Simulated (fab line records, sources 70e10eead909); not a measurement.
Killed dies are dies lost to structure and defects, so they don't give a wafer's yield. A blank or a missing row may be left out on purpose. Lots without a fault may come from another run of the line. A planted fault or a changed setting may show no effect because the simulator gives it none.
Chamber matching | flow nand_harc | NHARC_P_M2_DEP_33 on pecvd-04: 3 sister chambers
The step deposits SiCN, target thk 30 nm. 6 wafers are shown with their chamber, then 8 later ones without.

WAFERS WITH THEIR CHAMBER
wafer  | chamber | heater_power_w (W) | chamber_pressure_Torr (Torr)
L385.2 | 1       | 547                | 3.005
L388.1 | 2       | 529                | 3.003
L389.2 | 0       | 473                | 2.991
L389.3 | 2       | 567                | 2.994
L389.5 | 1       | 498                | 3.003
L390.2 | 0       | 517                | 3.004

WAFERS WITHOUT THEIR CHAMBER
wafer  | heater_power_w (W) | chamber_pressure_Torr (Torr)
L390.4 | 534                | 3.005
L390.5 | 563                | 3.001
L392.2 | 557                | 3.003
L392.5 | 552                | 3.002
L392.6 | 453                | 3.010
L399.1 | 577                | 2.993
L399.2 | 557                | 3.003
L399.6 | 511                | 3.004

WHICH CHAMBER EACH WENT THROUGH
wafer  | from the rows above          | in truth
L390.4 | can't be placed: 1 or 2 or 0 | 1
L390.5 | can't be placed: 2 or 1 or 0 | 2
L392.2 | can't be placed: 2 or 1 or 0 | 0
L392.5 | can't be placed: 2 or 1 or 0 | 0
L392.6 | can't be placed: 0 or 1 or 2 | 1
L399.1 | can't be placed: 2 or 1 or 0 | 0
L399.2 | can't be placed: 2 or 1 or 0 | 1
L399.6 | can't be placed: 1 or 0 or 2 | 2
Placed correctly: 0 of 8. Can't be placed from these rows: 8 (the true chamber is among the candidates in 8). Placed wrongly: 0.
How it was worked out, from the rows above alone: a wafer's distance from a chamber is the root of the sum, over the readings, of the square of ((its reading less the chamber's mean) divided by the reading's scatter). The wafer belongs to the nearest chamber; if the next one is less than 2 further off, it can't be placed. A chamber's mean is the mean of its shown wafers. The scatter: the root of (the sum of the squares of (reading less its chamber's mean) over the shown wafers, divided by (wafers less chambers)).
